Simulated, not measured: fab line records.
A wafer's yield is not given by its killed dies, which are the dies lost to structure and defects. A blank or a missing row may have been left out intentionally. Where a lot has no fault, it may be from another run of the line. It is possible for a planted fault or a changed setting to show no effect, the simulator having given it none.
Problem report in the 8D (eight disciplines) form, filled by code || flow n5Finfet || the parts of the form that need people (team, actions taken, sign-off) are left out

== 1. THE ISSUE ==
Wafers without a fault read 43, standard deviation 24; rawDefectCount at N5_MOL_CONTACT_COAG_INSPECT_97 reads a mean of 1241 on 9 wafers belonging to 3 lots. Relative to the usual mean, that is a shift of +50 standard deviations.
The step: inspects for defects (darkfield).
First seen on wafer L753.2, day 6 03:52, on defectInspect-02. The record has a number at this step for 27 wafers belonging to 9 lots. Rule for "out", or "out of limits": more than 4 standard deviations from the usual mean. All remaining wafers that have a number are taken as sound.

== 2. WHAT IT IS, AND WHAT IT ISN'T ==
{"question": "which readings at this step", "is": "rawDefectCount", "is not": "-"}
{"question": "which lots", "is": "L753, L754, L755", "is not": "L764, L765, L767, L769, L770, L773"}
{"question": "which wafers of those lots", "is": "all that have a number", "is not": "-"}
{"question": "read on which gauges", "is": "defectInspect-02", "is not": "defectInspect-01"}
{"question": "when", "is": "from day 6 03:52", "is not": "up to then (0 sound wafers); but 18 sound wafers of L764, L765, L767, L769, L770, L773 came after"}

== 3. WHAT RULES OUT EACH SUSPECT ==
Counting: a tool at a process step up to the reading stays a suspect if it ran every lot that is out and no sound lot after the first of them.
- the gauge at N5_MOL_CONTACT_COAG_INSPECT_97: ruled out. All the wafers that are out were read on defectInspect-02, but those of them that N5_PASSIVATION_PROBE_49 has rows for are out there too, on other tools.
- cmp-03 at N5_MOL_CONTACT_COAG_CMP_52 (polishes, stops on SiO2, t overpolish 1.5 s, target thk 66.5 nm): ruled out as a lasting fault. After its first lot that is out, L753 (day 6 00:32), sound lots L764, L773 ran on it.
Left after counting: nothing in the record.

== 4. THE CAUSE (what the simulator had put in) ==
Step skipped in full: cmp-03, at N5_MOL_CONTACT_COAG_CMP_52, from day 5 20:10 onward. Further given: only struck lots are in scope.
Counting ruled it out, wrongly: the rule takes a fault to strike every lot that its tool runs from its start on, and this one did not.

== 5. SEQUENCE OF EFFECTS, ordered by route ==
Each row: a reading where the mean over the struck wafers with a number is more than 3 standard deviations away from the usual. Only readings whose record carries a usual standard deviation are examined. hours: median over the lots of the time between each lot's start at the first step of this table that gives one and its start at this step. sigmas: the change, counted in usual standard deviations.
{"hours": 0, "step": "N5_MOL_CONTACT_COAG_INSPECT_97", "reading": "rawDefectCount", "usual": 43, "on struck wafers": 1241, "change": "+1198", "sigmas": "+50"}
{"hours": 199, "step": "N5_PASSIVATION_PROBE_49", "reading": "defectLimitedYield", "usual": "91.5 %", "on struck wafers": 0.0, "change": -91.5, "sigmas": -70}
{"hours": 199, "step": "N5_PASSIVATION_PROBE_49", "reading": "killedAtContacts", "usual": 12, "on struck wafers": 1096, "change": "+1084", "sigmas": "+99 or more"}
{"hours": 199, "step": "N5_PASSIVATION_PROBE_49", "reading": "killedDies", "usual": 100, "on struck wafers": 1180, "change": "+1080", "sigmas": "+72"}
{"hours": 199, "step": "N5_PASSIVATION_PROBE_49", "reading": "killedOnRim", "usual": 13, "on struck wafers": 152, "change": "+139", "sigmas": "+35"}
{"hours": 199, "step": "N5_PASSIVATION_PROBE_49", "reading": "sortNPass", "usual": 1080, "on struck wafers": 0, "change": -1080, "sigmas": -72}
{"hours": 199, "step": "N5_PASSIVATION_PROBE_49", "reading": "sortYieldPct", "usual": "91.5 %", "on struck wafers": 0.0, "change": -91.5, "sigmas": -70}
Process steps it contains:
- N5_PASSIVATION_PROBE_49
Readings that are blank on the struck wafers while sound wafers have them: edgeZonePressureFrac at N5_MOL_CONTACT_COAG_CMP_52; headPressurePsi at N5_MOL_CONTACT_COAG_CMP_52; motorCurrentA at N5_MOL_CONTACT_COAG_CMP_52; overpolishRunS at N5_MOL_CONTACT_COAG_CMP_52; timeToEndpointS at N5_MOL_CONTACT_COAG_CMP_52; VIA_MOL_THK at N5_MOL_CONTACT_COAG_THK_MEAS_53.

== 6. WHAT WOULD HAVE CAUGHT IT SOONER ==
The first out-of-limits reading at a measuring or inspecting step in this record came at day 6 03:52, 8 hours after the fault's start at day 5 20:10.
Between N5_MOL_CONTACT_COAG_CMP_52 and N5_MOL_CONTACT_COAG_INSPECT_97, N5_MOL_CONTACT_COAG_THK_MEAS_53 gave no VIA_MOL_THK on the struck wafers, where sound wafers have one: a measuring or inspecting step that comes back empty is itself a sign.
At N5_MOL_CONTACT_COAG_CMP_52 the tool's readings are blank on the struck wafers, where sound wafers have them: an empty tool record is the first sign, and it was there at once.
